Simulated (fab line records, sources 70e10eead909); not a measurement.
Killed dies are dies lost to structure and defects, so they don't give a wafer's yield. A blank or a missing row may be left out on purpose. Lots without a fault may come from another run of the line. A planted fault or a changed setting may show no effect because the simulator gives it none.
Chamber matching | flow nand_harc | NHARC_A_CONTACT_DEP_29 on pecvd-03: 3 sister chambers
The step deposits SiON, target thk 100 nm. 6 wafers are shown with their chamber, then 8 later ones without.

WAFERS WITH THEIR CHAMBER
wafer  | chamber | heater_power_w (W)
L082.5 | 1       | 782
L085.2 | 0       | 709
L085.6 | 0       | 696
L088.1 | 1       | 795
L088.5 | 2       | 645
L090.1 | 2       | 636

WAFERS WITHOUT THEIR CHAMBER
wafer  | heater_power_w (W)
L090.4 | 841
L090.6 | 763
L093.3 | 837
L093.4 | 788
L093.5 | 852
L096.2 | 545
L096.5 | 733
L096.6 | 580

WHICH CHAMBER EACH WENT THROUGH
wafer  | from the rows above | in truth
L090.4 | 1                   | 1
L090.6 | 1                   | 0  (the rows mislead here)
L093.3 | 1                   | 1
L093.4 | 1                   | 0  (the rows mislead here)
L093.5 | 1                   | 1
L096.2 | 2                   | 2
L096.5 | 0                   | 0
L096.6 | 2                   | 2
Placed correctly: 6 of 8. Can't be placed from these rows: 0. Placed wrongly: 2.
How it was worked out, from the rows above alone: a wafer's distance from a chamber is the root of the sum, over the readings, of the square of ((its reading less the chamber's mean) divided by the reading's scatter). The wafer belongs to the nearest chamber; if the next one is less than 2 further off, it can't be placed. A chamber's mean is the mean of its shown wafers. The scatter: the root of (the sum of the squares of (reading less its chamber's mean) over the shown wafers, divided by (wafers less chambers)).
